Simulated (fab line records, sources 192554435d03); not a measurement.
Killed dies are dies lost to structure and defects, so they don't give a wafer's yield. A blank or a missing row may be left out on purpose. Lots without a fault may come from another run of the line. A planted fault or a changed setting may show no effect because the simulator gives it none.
A struck lot beside a sound one | flow n5_finfet | 37 steps out of a route of 1938
Sound: wafers L304.2, L304.4, L304.6. Struck: wafer L309.4. (L309.3, L309.6 of the same lot were not struck and are left out.) The cause comes at the end.
At each step with rows: each side's tool, then ch and its chambers, then its first start. Under that, the readings that differ: sound wafers | struck wafers | difference of the means | sigmas: that difference in standard deviations of wafers without a fault.
alike: readings whose means differ by less than 2 such deviations, and words and numbers that are the same on both sides. not compared: withheld readings, readings that some wafer has no value for, bounds like >300 that may hide the same value, and numbers for which the record gives no deviation and whose values overlap.
The two part at a step that has a row with sigmas, a row that says differs or no value, or rows on one side only. Numbers that don't overlap but have no deviation are shown without sigmas and don't part them. A reading that every wafer of one side lacks parts them only if that side has two wafers or more.

first, 8 steps without rows for these wafers: N5_BEOL_M1_ECD_50 (material Cu, target thk 300 nm); N5_BEOL_M1_ANNEAL_51 (time 90 s); N5_BEOL_M1_CMP_52 (polishes, stops on SiOC, t overpolish 6.8 s, target thk 40 nm); N5_BEOL_M1_PRE_CLEAN_60 (time 15 s); N5_BEOL_M1_CO_CAP_55 (material Co, precursor CCTBA/H2, target thk 2 nm, time 102.1 s); N5_BEOL_M1_PRE_CLEAN_56 (time 15 s); N5_BEOL_M1_DEP_57 (deposits SiCN from 3MS/NH3, target thk 8 nm, time 14 s); N5_BEOL_M2_ILD_DEP_00 (deposits SiOC from DEMS/O2, target thk 79 nm, time 15.3 s).
N5_BEOL_M2_PECVD_72: deposits SiO2 from TEOS/O2, target thk 16 nm, time 18 s.
  sound on pecvd-01 ch 0,2, day 8 16:35; struck on pecvd-01 ch 1, day 9 14:01
  reading                                    | sound          | struck | difference | sigmas
  model.SiO2_of_BEOL_M2_PECVD_72.thk_nm (nm) | 15.8 16.4 15.8 | 13.8   | -2.2       |
  alike: heater_power_w, showerhead_plenum_p_Torr, throttle_valve_pct
then, 25 steps without rows for these wafers: N5_BEOL_M2_HM_DEP_02 (deposits TiN, target thk 20 nm); N5_BEOL_M2_COAT_61 (time 60 s, resist thk 60 nm); N5_BEOL_M2_COAT_62 (time 60 s, resist thk 12 nm); N5_BEOL_M2_COAT_73 (time 60 s, resist thk 5 nm); N5_BEOL_M2_COAT_05 (resist thk 30 nm); N5_BEOL_M2_EBR_07; N5_BEOL_M2_SOFTBAKE_06 (time 60 s); N5_BEOL_M2_EXPOSE_08 (exposes mask M2); N5_BEOL_M2_PEB_09 (peb time 60 s); N5_BEOL_M2_DEVELOP_10 (develop time 30 s); N5_BEOL_M2_DESCUM_16 (chemistry O2, time 7 s); N5_BEOL_M2_ETCH_74 (etches underlayer in N2/H2, target depth 6.5 nm, time 5.2 s); N5_BEOL_M2_ETCH_63 (etches SiARC in CF4, target depth 15.6 nm, time 26 s); N5_BEOL_M2_ETCH_64 (etches SOC in N2/H2, target depth 75 nm, overetch 22.5 nm, time 121.9 s); N5_BEOL_M2_STRIP_65 (strips in N2/H2); N5_BEOL_M2_STRIP_75 (strips in N2/H2); N5_BEOL_M2_STRIP_66 (strips in CF4); N5_BEOL_M2_HM_OPEN_17 (chemistry Cl2/BCl3, target TiN, target depth 20 nm, overetch 6 nm); N5_BEOL_M2_STRIP_19 (strips in O2); N5_BEOL_M2_COAT_67 (time 60 s, resist thk 60 nm); N5_BEOL_M2_COAT_68 (time 60 s, resist thk 12 nm); N5_BEOL_M2_COAT_76 (time 60 s, resist thk 5 nm); N5_BEOL_M2_COAT_22 (resist thk 30 nm); N5_BEOL_M2_EBR_24; N5_BEOL_M2_SOFTBAKE_23 (time 60 s).
N5_BEOL_M2_HM_STRIP_39: strips TiN in peroxide tin strip, target depth 25 nm, time 158 s.
  sound on wet_bench-03 ch 1,6,7, day 8 21:57; struck on wet_bench-01 ch 0, day 9 19:04
  reading                                    | sound          | struck | difference | sigmas
  model.SiO2_of_BEOL_M2_PECVD_72.thk_nm (nm) | 15.6 16.4 15.6 | 13.6   | -2.3       |
N5_BEOL_M2_CMP_52: polishes, stops on SiOC, t overpolish 6.8 s, target thk 40 nm.
  sound on cmp-01 ch 0,2,3, day 9 01:36; struck on cmp-04 ch 0, day 9 22:44
  reading                      | sound          | struck | difference | sigmas
  barrier_field_endpoint_s (s) | 25.8 26.0 24.8 | 22.4   | -3.1       | -5
  alike: edge_zone_pressure_frac, motor_current_A, slurry_filter_dp_kPa
N5_BEOL_M4_RC_MEAS_101:
  sound on prober-01 ch 0, day 9 17:38; struck on prober-02 ch 0, day 10 23:05
  reading       | sound       | struck | difference | sigmas
  ION_P (uA/um) | 467 460 459 | 480    | +18        | +2
  alike: DIBL_N, DIBL_P, IOFF_N, IOFF_P, ION_N, SS_N, SS_P, VT_N, VT_P

WHERE THEY PART
First at N5_BEOL_M2_CMP_52; last, within this record, at N5_BEOL_M4_RC_MEAS_101.

WHY: what the simulator had put in
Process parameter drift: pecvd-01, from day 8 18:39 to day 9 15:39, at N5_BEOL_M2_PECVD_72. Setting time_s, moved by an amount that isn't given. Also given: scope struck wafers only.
